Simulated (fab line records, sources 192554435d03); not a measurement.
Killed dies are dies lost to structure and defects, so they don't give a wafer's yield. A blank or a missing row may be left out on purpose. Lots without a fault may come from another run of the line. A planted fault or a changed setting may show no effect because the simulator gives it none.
Which tool did it? | flow n5_finfet | 21 lots, 63 wafers sampled, at 1 step of a route of 1938

WHAT THE GAUGES READ, wafer by wafer
N5_BEOL_M6_CD_MEAS_18: pitch 80 nm, target cd 40 nm.
lot  | measured     | on        | cd_nm (nm)
L074 | day 8 13:30  | cd_sem-03 | 39.8 40.3 40.1
L075 | day 9 01:43  | cd_sem-01 | 39.5 39.3 40.2
L076 | day 9 06:35  | cd_sem-02 | 39.7 38.7 40.0
L077 | day 9 07:16  | cd_sem-01 | 40.9 41.3 40.5
L078 | day 9 16:10  | cd_sem-02 | 40.3 39.7 39.9
L079 | day 10 01:10 | cd_sem-01 | 39.9 39.6 39.5
L081 | day 10 14:08 | cd_sem-03 | 40.0 40.8 41.0
L080 | day 10 14:45 | cd_sem-02 | 39.0 39.3 40.0
L083 | day 10 18:20 | cd_sem-01 | 39.7 39.9 40.5
L082 | day 10 20:04 | cd_sem-03 | 40.8 40.5 40.9
L084 | day 11 13:33 | cd_sem-01 | 39.8 40.1 39.6
L085 | day 11 17:38 | cd_sem-03 | 40.2 41.0 40.4
L086 | day 11 18:53 | cd_sem-01 | 40.1 40.4 39.3
L087 | day 11 22:55 | cd_sem-01 | 40.7 39.7 39.7
L088 | day 12 02:32 | cd_sem-01 | 39.9 40.1 39.6
L089 | day 12 18:46 | cd_sem-03 | 40.2 40.9 39.6
L090 | day 13 01:55 | cd_sem-03 | 40.7 39.3 40.5
L093 | day 13 05:41 | cd_sem-01 | 41.3 40.1 40.4
L092 | day 13 09:11 | cd_sem-02 | 40.6 41.2 40.7
L094 | day 14 12:27 | cd_sem-02 | 40.2 40.2 39.5
L097 | day 15 14:55 | cd_sem-02 | 40.7 39.9 40.7

WHICH TOOL RAN EACH LOT (tool, then ch and the chambers of the sampled wafers, then the start)
The record holds no process step before these readings.

WHAT THE TOOLS THEMSELVES READ (means of the sampled wafers that have a number; where no wafer has one, the mark that the record gives instead)
The record holds no such reading with a usual standard deviation.

THE ANSWER, worked out from the rows above alone
Rule: what is usual is taken from the lots themselves. Put in order of their means at a reading, lots are off if they are a third of the lots or fewer, leave a main group of 4 or more, and stand apart from it by a gap of 3 or more times the standard deviation of the main group's means; of several such gaps the widest counts. A main group whose means are all the same, to the digits that the tables above print for the reading, isn't used. A lot without any number at a reading at which 4 lots or more have one is off too. The other lots that the step has rows for count as sound. The gauges are gone through in route order, then the tools' own readings, and for those a lot's mean is taken as printed above. The first step at which some lot is off is used, and at that step the reading that is off furthest; a lot without a number counts as furthest.
No lot is off at any reading shown: from this, nothing can be told.

WHAT THE SIMULATOR HAD PUT IN
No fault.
